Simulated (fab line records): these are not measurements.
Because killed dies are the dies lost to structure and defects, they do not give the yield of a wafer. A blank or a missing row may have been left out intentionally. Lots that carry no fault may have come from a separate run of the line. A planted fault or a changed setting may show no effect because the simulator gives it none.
fab line records -- flow nand-harc
[record] lots = 5, wafers = 15, last-day = 34
route steps=1302 shown A_WL_FILL@960
lots untouched by any fault: they come from a run of this same line in which no faults occurred
start-h: hours from the record's opening day to when the first of the lot's shown wafers began -- wait-h: hours from the lot's prior step to this one -- " repeats the value in the row above -- L1.1+2: a single row standing in for several wafers -- - either no value or no given start -- * or withheld: withheld -- < > ~ a bound
route shown NAME@n: a module of which the file shows steps, and the number in the route of the first -- usual: mean and standard deviation over wafers with no fault -- same: alike in all rows -- chamber/n: place in a boat -- sites: each site's reading -- _std_site: the values' standard deviation -- _edge_site: mean of outer sites minus mean of inner sites -- radius-mm: how far each site lies from the wafer's centre -- mask NAME#n: copy n -- behind: the tool/chamber that last shaped the wafer -- hold: why the lot went on hold/how many hours it stayed there/how the hold came to an end -- device: the n, p or np transistor that did not switch -- end of line: the tests these same wafers got at the end of their route -- step lacking rows: just its recipe -- killed: dies that structure and defects cost at the first sort, which is not the same as the wafer's yield -- map: per-die view of a wafer (x killed, . not killed, _ where there is no die)
set.NAME: the setting the step ran with; set.NAME@STEP: the setting that earlier step ran with -- model.NAME: the simulator's own value behind a step, which no gauge read
lots at some steps of the route; a table a step, a row a wafer
services: the hour from which a tool's chamber was out of use, counted from the record's first day as start-h (under 0 if before that day), plus the number of hours and why
[[steps]]
[step NHARC_A_WL_FILL_STRIP_28]
[recipe] time-s = 1200, temp-c = 72.5, chemistry = post-etch-residue-remover
[step NHARC_A_WL_FILL_PRECLEAN_06]
[recipe] time-s = 300, chemistry = DIW
[step NHARC_A_WL_FILL_SRD_07]
[step NHARC_A_WL_FILL_ANNEAL_08]
[recipe] temp-c = 450, time-s = 1800
[step NHARC_A_WL_FILL_ALD_10]
[recipe] target-thk-a = 500, pulse-time-s = 10, ald-cycles = 500, temp-c = 300, material = SiO2
[usual] heater-power-w = 484/60, precursor-pulse-height-rel = 1.002/0.017
lot.wafer,tool,chamber,start-h,wait-h,heater-power-w,precursor-pulse-height-rel
L468.3,ald-hk-01,0,487.12,0.1,407,0.999
L468.6,ald-hk-01,0,489.16,2.1,404,0.994
L468.5,ald-hk-01,1,489.16,2.1,455,0.995
L474.3,ald-hk-02,1,550.31,0.1,489,1.017
L474.2,ald-hk-02,2,550.31,0.1,559,1.003
L474.1,ald-hk-02,3,550.31,0.1,528,0.975
L478.1,ald-hk-01,2,606.68,0.1,569,1.004
L478.3,ald-hk-01,0,607.72,1.1,414,0.984
L478.5,ald-hk-01,3,609.27,2.6,404,1.016
L483.3,ald-hk-01,0,619.33,1.6,397,0.983
L483.5,ald-hk-01,1,619.33,1.6,465,0.983
L483.6,ald-hk-01,2,619.33,1.6,587,1.033
L491.1,ald-hk-02,2,704.09,0.1,560,1.013
L491.2,ald-hk-02,3,704.09,0.1,550,0.990
L491.6,ald-hk-02,2,706.17,2.1,564,1.009
[step NHARC_A_WL_FILL_ETCHBACK_16]
[recipe] target-depth-a = 1200, time-s = 24, c4f8-flow-sccm = withheld, o2-flow-sccm = 8, ar-flow-sccm = withheld, rf-w = 600, bias-w = 800, chemistry = C4F8/O2/Ar
[usual] bias-w = 799.8/2.6, oes-product-au = 0.98/0.031, rf-vpp-V = 721/4.1, run-length-s = 45.4/0.5
[same] time-s = 24
lot.wafer,tool,chamber,start-h,wait-h,bias-w,oes-product-au,rf-hours-counter-h,rf-vpp-V,run-length-s
L468.3,rie-diel-05,2,-,-,800.5,0.93,1.9,726,45.2
L468.6,rie-diel-05,0,-,-,797.0,0.92,-,718,45.8
L468.5,rie-diel-05,1,-,-,795.5,0.93,-,715,45.7
L474.1,rie-diel-05,1,-,-,800.2,1.00,3.5,717,46.2
L474.3,rie-diel-05,2,-,-,794.9,1.01,4.2,724,45.2
L474.2,rie-diel-05,0,-,-,803.3,0.99,3.5,714,45.5
L478.3,rie-diel-05,2,-,-,798.8,1.00,0.1,726,45.3
L478.1,rie-diel-05,3,-,-,795.4,1.01,0.2,729,45.0
L478.5,rie-diel-05,0,-,-,800.8,1.00,-,715,45.9
L483.3,rie-diel-09,2,-,-,799.9,0.99,5.2,724,45.7
L483.5,rie-diel-09,1,-,-,796.9,1.02,-,725,46.5
L483.6,rie-diel-09,3,-,-,804.5,1.01,-,723,45.0
L491.1,rie-diel-02,2,-,-,802.0,0.97,5.5,717,45.2
L491.2,rie-diel-02,1,-,-,802.1,0.98,4.3,718,45.5
L491.6,rie-diel-02,3,-,-,797.0,0.99,-,721,45.4
[step NHARC_A_WL_FILL_STRIP_29]
[recipe] time-s = 20, o2-flow-sccm = 500, ar-flow-sccm = 0, bias-w = 0, chemistry = O2
[usual] drypump-motor-current-A = 5.8/0.49, oes-product-au = 0.998/0.0092, rf-vpp-V = 57.6/0.9, showerhead-plenum-p-Torr = 3.47/0.14, throttle-valve-pct = 17.036/0.0085
[same] bias-w = 0, time-s = 20
lot.wafer,tool,chamber,start-h,wait-h,drypump-motor-current-A,oes-product-au,rf-hours-counter-h,rf-vpp-V,showerhead-plenum-p-Torr,throttle-valve-pct
L468.3,rie-diel-05,1,491.83,0.1,5.5,1.002,1.3,57.3,3.30,17.030
L468.5,rie-diel-05,0,491.83,0.1,6.4,0.991,-,57.1,3.31,17.041
L468.6,rie-diel-05,1,491.83,0.1,5.5,1.001,-,57.6,3.30,17.040
L474.1,rie-diel-05,3,555.06,0.1,5.1,0.996,3.6,57.5,3.69,17.015
L474.3,rie-diel-05,1,555.06,0.1,5.5,1.000,3.5,57.0,3.30,17.042
L474.2,rie-diel-05,2,555.06,0.1,5.9,1.005,4.2,56.8,3.57,17.045
L478.3,rie-diel-05,1,611.44,0.1,5.6,0.984,0.2,56.5,3.30,17.041
L478.1,rie-diel-05,3,611.44,0.1,5.1,1.008,0.2,59.0,3.69,17.036
L478.5,rie-diel-05,0,611.44,0.1,6.3,0.998,-,56.3,3.31,17.029
L483.3,rie-diel-09,2,622.59,0.1,6.4,0.997,5.2,59.3,3.55,17.045
L483.6,rie-diel-09,1,622.59,0.1,6.1,1.001,-,57.5,3.56,17.036
L483.5,rie-diel-09,2,622.59,0.1,6.4,0.990,-,58.4,3.55,17.031
L491.1,rie-diel-02,2,708.86,0.1,6.3,0.986,5.5,58.3,3.31,17.029
L491.2,rie-diel-02,3,708.86,0.1,5.3,1.001,5.2,55.4,3.48,17.055
L491.6,rie-diel-02,0,708.86,0.1,5.7,1.012,-,58.3,3.37,17.024
[step NHARC_A_WL_FILL_ETCHBACK_17]
[recipe] target-depth-a = 40, time-s = 26.7, chemistry = Cl2/BCl3
[usual] drypump-motor-current-A = 5.7/0.64, oes-product-au = 1.002/0.0094, run-length-s = 47.9/0.45
[same] time-s = 26.7
lot.wafer,tool,chamber,start-h,wait-h,drypump-motor-current-A,oes-product-au,rf-hours-counter-h,run-length-s
L468.3,rie-metal-01,0,491.98,-,5.5,1.001,-,48.0
L468.6,rie-metal-01,1,491.98,-,6.8,1.009,-,48.6
L468.5,rie-metal-01,0,491.98,-,5.5,1.011,-,48.2
L474.1,rie-metal-03,1,555.15,-,5.2,1.019,0.4,48.1
L474.2,rie-metal-03,0,555.15,-,4.9,0.997,0.4,48.5
L474.3,rie-metal-03,1,555.15,-,5.2,1.017,-,47.9
L478.1,rie-metal-01,1,611.52,-,6.7,1.006,0.5,48.3
L478.3,rie-metal-01,1,611.52,-,6.7,0.997,-,48.2
L478.5,rie-metal-01,1,611.52,-,6.7,1.010,-,48.0
L483.3,rie-metal-02,1,622.72,-,5.5,0.988,-,47.3
L483.5,rie-metal-02,1,622.72,-,5.5,0.985,-,47.1
L483.6,rie-metal-02,0,622.72,-,6.3,0.999,-,48.0
L491.1,rie-metal-03,0,708.94,-,4.9,1.000,0.1,48.2
L491.2,rie-metal-03,1,708.94,-,5.3,1.001,0.1,48.1
L491.6,rie-metal-03,1,708.94,-,5.3,0.995,-,48.0
[step NHARC_A_WL_FILL_PRECLEAN_18]
[recipe] time-s = 30, chemistry = dHF
[step NHARC_A_WL_FILL_SRD_21]
[step NHARC_A_WL_FILL_CVD_23]
[recipe] target-thk-a = 400, temp-c = 620, pressure-mtorr = 200, time-s = 800, material = poly-Si
[step NHARC_A_WL_FILL_ETCHBACK_26]
[recipe] target-depth-a = 520, time-s = 13.3, hbr-flow-sccm = 150, rf-w = 350, icp-w = 350, bias-w = 60, chemistry = HBr
[usual] bias-w = 59.97/0.18, drypump-motor-current-A = 5.7/0.41, oes-product-au = 1.002/0.0095, run-length-s = 34.3/0.42, throttle-valve-pct = 23.266/0.0092
lot.wafer,tool,chamber,start-h,wait-h,bias-w,drypump-motor-current-A,oes-product-au,rf-hours-counter-h,run-length-s,throttle-valve-pct
L468.3,rie-si-06,0,497.16,0.4,60.06,6.5,0.997,0.4,34.0,23.257
L468.6,rie-si-06,1,497.16,0.4,59.94,5.6,0.999,-,33.8,23.262
L468.5,rie-si-06,2,497.16,0.4,60.03,6.1,1.004,-,34.3,23.271
L474.1,rie-si-05,2,560.43,0.4,59.86,5.4,1.009,0.4,33.6,23.274
L474.2,rie-si-05,3,560.43,0.4,60.05,5.5,1.003,0.5,34.5,23.255
L474.3,rie-si-05,0,560.43,0.4,59.50,5.8,1.009,0.5,34.9,23.268
L478.1,rie-si-05,1,616.76,0.4,60.02,5.8,0.994,0.7,35.2,23.266
L478.3,rie-si-05,0,616.76,0.4,-,5.7,1.004,0.9,30.4,23.270
L478.5,rie-si-05,2,616.76,0.4,60.25,5.4,0.989,-,33.6,23.265
L483.3,rie-si-04,1,627.70,0.4,60.07,6.4,0.994,0.8,34.1,23.279
L483.5,rie-si-04,1,627.70,0.4,60.18,6.5,0.990,-,34.2,23.261
L483.6,rie-si-04,2,627.70,0.4,60.10,5.0,0.999,-,34.4,23.275
L491.2,rie-si-05,0,714.15,0.4,60.17,5.8,0.997,0.3,34.1,23.271
L491.1,rie-si-05,2,714.15,0.4,60.17,5.4,1.005,0.3,34.2,23.268
L491.6,rie-si-05,3,714.15,0.4,60.14,5.5,1.004,-,34.2,23.253
[step NHARC_A_WL_FILL_PRECLEAN_30]
[recipe] time-s = 10, chemistry = dHF
[[services]]
tool,chamber,start-h,hours,kind
rie-diel-05,1,465.23,14.9,repair
ald-hk-01,-,474.05,10.0,pm
rie-si-05,-,482.00,9.0,pm
rie-diel-09,-,497.13,9.0,pm
rie-diel-02,0,497.90,3.0,repair
rie-metal-03,-,519.00,9.0,pm
ald-hk-02,-,526.47,10.0,pm
rie-diel-09,0,535.80,127.6,repair
rie-metal-03,-,551.72,1.0,repair
rie-diel-02,-,570.74,9.0,pm
rie-metal-01,-,575.00,9.0,pm
rie-diel-05,0,579.31,5.1,repair
rie-diel-05,-,583.66,9.0,pm
rie-diel-09,2,586.40,5.8,repair
rie-si-05,0,593.94,6.8,repair
rie-metal-01,0,608.26,22.0,repair
rie-diel-09,1,636.37,12.3,repair
rie-diel-09,2,645.53,10.0,repair
ald-hk-01,-,652.05,10.0,pm
rie-si-05,-,659.00,9.0,pm
rie-diel-09,-,674.13,9.0,pm
rie-diel-02,1,678.42,17.0,repair
rie-diel-05,0,685.33,6.2,repair
ald-hk-01,-,695.94,0.9,repair
[[key]]
[first-sign] step = NHARC_A_WL_FILL_ETCHBACK_26, reading = run-length-s, direction = down, sigmas = 9.4, usual = *, struck = *
effect none on later readings
met-at NHARC_A_WL_FILL_ETCHBACK_26
struck-wafers L478.3
later-rows-left-out L478.3
sort-left-out L478.3
tester-left-out L478
onset-between 560.43 616.76
[fault] kind = process-parameter-drift, tool = rie-si-05, chamber = 0, onset-h = 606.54, steps = NHARC_A_WL_FILL_ETCHBACK_26, channel = time-s, offset = *, shape = step, end-h = 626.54, acts-in = *, stated = *
// tester-left-out: of these lots the tester's yield and bins aren't shown, on N5 and GAA mostly nor the transistor test; their killed dies are dies lost to structure and defects alone, not to doping, threshold or leakage, so they don't give the yield
// sort-left-out: the simulated sort isn't trusted on such a fault, so these wafers' sort isn't shown, and their yield isn't known
// later-rows-left-out: the simulator's readings of these wafers behind a module that went badly wrong aren't trusted and aren't shown, but for the sort
